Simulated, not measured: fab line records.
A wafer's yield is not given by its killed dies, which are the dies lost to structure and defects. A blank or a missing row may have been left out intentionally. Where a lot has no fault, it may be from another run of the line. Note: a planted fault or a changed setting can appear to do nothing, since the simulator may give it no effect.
Problem report in the 8D (eight disciplines) form, filled by code || flow n5 finfet || the parts of the form that need people (team, actions taken, sign-off) are left out

## 1. THE PROBLEM
At N5_BEOL_M0_SAQP_EXPOSE_37, exposure dose mJ cm2 averages 45.63 over 9 wafers from 3 lots, while fault-free wafers read 44.72, standard deviation 0.041. That is +22 standard deviations from the usual mean.
The step: exposes mask M0 CUT1, target cd 30 nm.
Earliest sighting: wafer L930.1 on euv scanner-01 at day 8 17:40. The record has a number at this step for 15 wafers belonging to 5 lots. The rule behind "out" and "out of limits": a value lying over 4 standard deviations away from the usual mean. All remaining wafers that have a number are taken as sound.

## 2. WHAT THIS IS AND IS NOT
{"question": "which readings at this step", "is": "exposure dose mJ cm2", "is not": "-"}
{"question": "which lots", "is": "L930, L933, L934", "is not": "L924, L932"}
{"question": "which wafers of those lots", "is": "all that have a number", "is not": "-"}
{"question": "read on which tools", "is": "euv scanner-01", "is not": "euv scanner-02"}
{"question": "when", "is": "from day 8 17:40", "is not": "up to then (3 sound wafers); but 3 sound wafers of L932 came after"}

## 3. SUSPECTS, AND WHAT RULES EACH OUT
Counting: a tool at a process step up to the reading stays a suspect if it ran every lot that is out and no sound lot after the first of them.
- euv scanner-01 at N5_BEOL_M0_SAQP_EXPOSE_37 (exposes mask M0 CUT1, target cd 30 nm): kept. Every lot that is out went through it, starting with L930 (day 8 17:40), and after that it ran no sound lot; the last sound lot it ran before then is L924 (day 7 05:53). Out on those wafers are its own readings of exposure dose mJ cm2.
After counting, what remains is euv scanner-01 at N5_BEOL_M0_SAQP_EXPOSE_37.

## 4. THE CAUSE (what the simulator had put in)
Process parameters drifting: euv scanner-01 at N5_BEOL_M0_SAQP_EXPOSE_37, beginning at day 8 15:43. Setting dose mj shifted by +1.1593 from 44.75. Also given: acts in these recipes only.
The count eliminated every tool but this one.

## 5. THE CHAIN OF EFFECTS, in route order
Rows list readings where the struck wafers' mean (over those with a number) sits beyond 3 standard deviations from the usual. Scope: only readings with a usual standard deviation given in the record; hours: median across lots of the time from each lot's start at the first step in this table that gives one to its start at this step; sigmas: change in usual standard deviations.
{"hours": 0, "step": "N5_BEOL_M0_SAQP_EXPOSE_37", "reading": "exposure dose mJ cm2", "usual": 44.72, "on struck wafers": 45.63, "change": "+0.91", "sigmas": "+22"}
It contains these process steps:
- N5_BEOL_M0_SAQP_EXPOSE_37: exposes mask M0 CUT1, target cd 30 nm.

## 6. HOW IT WOULD HAVE BEEN CAUGHT EARLIER
First out-of-limits reading in this record: day 8 17:40, which is 2 hours after fault onset at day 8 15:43.
